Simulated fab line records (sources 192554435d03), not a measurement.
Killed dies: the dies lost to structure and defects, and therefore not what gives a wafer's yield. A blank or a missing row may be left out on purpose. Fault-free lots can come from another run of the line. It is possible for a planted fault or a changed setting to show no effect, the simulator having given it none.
Matching of chambers + flow n5_finfet + rie_diel-01 running N5_BEOL_M0_SAQP_ETCH_84: 4 sister chambers
The step etches SOC in N2/H2, target depth 100 nm, overetch 20 nm, time 150 s. 14 wafers are shown with their chamber, then 7 later ones without.

## EACH WAFER AND ITS CHAMBER
| wafer  | chamber | drypump_motor_current_A (A) | showerhead_plenum_p_Torr (Torr) | rf_vpp_V (V) |
|--------|---------|-----------------------------|---------------------------------|--------------|
| L074.2 | 2       | 5.7                         | 2.62                            | 524.8        |
| L074.3 | 3       | 5.4                         | 2.49                            | 523.2        |
| L074.6 | 3       | 5.4                         | 2.49                            | 522.6        |
| L078.1 | 1       | 5.8                         | 2.71                            | 528.2        |
| L078.3 | 2       | 5.7                         | 2.62                            | 526.4        |
| L078.6 | 1       | 5.8                         | 2.71                            | 529.2        |
| L083.3 | 1       | 5.8                         | 2.70                            | 528.3        |
| L083.5 | 0       | 6.5                         | 2.57                            | 525.0        |
| L083.6 | 1       | 5.7                         | 2.70                            | 528.8        |
| L087.1 | 3       | 5.4                         | 2.48                            | 521.4        |
| L087.2 | 1       | 5.8                         | 2.70                            | 527.1        |
| L087.3 | 2       | 5.7                         | 2.61                            | 526.1        |
| L091.2 | 2       | 5.7                         | 2.60                            | 524.3        |
| L091.4 | 0       | 6.5                         | 2.55                            | 523.3        |

SIGNATURES (means of the wafers above)
| reading                  | chamber 0 | chamber 1 | chamber 2 | chamber 3 | scatter within a chamber |
|--------------------------|-----------|-----------|-----------|-----------|--------------------------|
| drypump_motor_current_A  | 6.500     | 5.780     | 5.700     | 5.400     | 0.0283                   |
| showerhead_plenum_p_Torr | 2.5600    | 2.7040    | 2.6125    | 2.4867    | 0.00813                  |
| rf_vpp_V                 | 524.150   | 528.320   | 525.400   | 522.400   | 0.932                    |
Rule: distance of a wafer from a chamber = root of the sum over the readings of ((wafer's reading minus chamber's mean) / reading's scatter) squared. The wafer belongs to the nearest chamber; if the next one is less than 2 further off, it can't be placed. The scatter: the root of (the sum of the squares of (reading less its chamber's mean) over the shown wafers, divided by (wafers less chambers)).

## WAFERS WHOSE CHAMBER IS MISSING
| wafer  | drypump_motor_current_A (A) | showerhead_plenum_p_Torr (Torr) | rf_vpp_V (V) |
|--------|-----------------------------|---------------------------------|--------------|
| L091.6 | 5.7                         | 2.60                            | 523.5        |
| L095.2 | 5.7                         | 2.60                            | 524.7        |
| L095.3 | 5.8                         | 2.69                            | 528.5        |
| L095.4 | 5.4                         | 2.48                            | 522.8        |
| L092.4 | 5.3                         | 2.48                            | 523.5        |
| L092.5 | 5.3                         | 2.48                            | 523.1        |
| L092.6 | 6.5                         | 2.55                            | 523.6        |

## WHICH CHAMBER EACH ONE RAN IN
| wafer  | from the rows above | in truth |
|--------|---------------------|----------|
| L091.6 | 2                   | 2        |
| L095.2 | 2                   | 2        |
| L095.3 | 1                   | 1        |
| L095.4 | 3                   | 3        |
| L092.4 | 3                   | 3        |
| L092.5 | 3                   | 3        |
| L092.6 | 0                   | 0        |
Correct placement for 7 of the 7. Left unplaced by these rows: 0. Placed wrongly: 0.
